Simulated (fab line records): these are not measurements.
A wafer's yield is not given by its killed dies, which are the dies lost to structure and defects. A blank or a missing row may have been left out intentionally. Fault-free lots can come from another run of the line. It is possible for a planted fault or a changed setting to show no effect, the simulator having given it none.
2 desks looking at one fault + flow nandHarc + every desk sees just its own numbers, and what lay behind them comes last

THE DEFECT DESK
For each lot, the counts of the inspections along the route, averaged over the sampled wafers that have a number. Any lot whose mean is over 4 standard deviations away from the usual mean is out of limits and marked OUT; that distance is given in the brackets.
Columns: A = rawDefectCount at NHARC_P_GATE_INSPECT_28, usual 5.5
| lot  | first seen here | A                       |
|------|-----------------|-------------------------|
| L734 | day 5 17:23     | 7.7                     |
| L735 | day 6 05:29     | 5.7                     |
| L739 | day 7 18:19     | 6.7                     |
| L741 | day 8 17:58     | 764.0 (+99 or more) OUT |
| L742 | day 9 08:59     | 777.7 (+99 or more) OUT |
| L747 | day 11 15:24    | 5.3                     |
| L749 | day 12 09:53    | 6.3                     |
| L750 | day 12 14:31    | 3.7                     |
| L751 | day 12 22:27    | 4.0                     |
| L752 | day 13 12:20    | 7.3                     |
| L753 | day 13 23:02    | 5.3                     |
| L754 | day 14 08:15    | 6.7                     |
| L755 | day 14 14:37    | 6.7                     |
Finding of this desk: L741, L742 out of limits; the first was L741 at day 8 17:58, on rawDefectCount at NHARC_P_GATE_INSPECT_28. Within limits: L734, L735, L739, L747, L749, L750, L751, L752, L753, L754, L755.

FOR THE TOOL OWNER'S DESK: pecvd-02
The tool's own readings at NHARC_P_GATE_DEP_103 (deposits SiON, target thk 30 nm): means of the sampled wafers that have a number, for each lot that ran on this tool. Any lot whose mean is over 4 standard deviations away from the usual mean is out of limits and marked OUT; that distance is given in the brackets.
Columns: A = heaterPowerW at NHARC_P_GATE_DEP_103, usual 725 W
| lot  | first seen here | A   |
|------|-----------------|-----|
| L735 | day 6 04:42     | 783 |
| L739 | day 7 17:32     | 646 |
| L741 | day 8 17:13     | 696 |
| L742 | day 9 08:19     | 627 |
| L751 | day 12 21:50    | 733 |
| L753 | day 13 22:14    | 691 |
This desk's verdict: no lot among the 6 shows anything out of limits.

TAKEN TOGETHER
The defect desk could have raised an alarm at day 8 17:58, on L741, L742.
The desk of the tool owner found nothing out of limits.
The tool owner's desk has L741, L742 on record, within its limits.
Of the lots named, all ran NHARC_P_GATE_DEP_103 on pecvd-02.

WHAT THE SIMULATOR HAD PUT IN
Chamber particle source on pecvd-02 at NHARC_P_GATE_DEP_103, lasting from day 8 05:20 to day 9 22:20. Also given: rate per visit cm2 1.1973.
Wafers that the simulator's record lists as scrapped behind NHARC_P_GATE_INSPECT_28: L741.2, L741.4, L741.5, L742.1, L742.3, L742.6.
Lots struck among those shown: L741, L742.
Hours from the fault's start to each desk's first reading out of limits: the defect desk, 13.
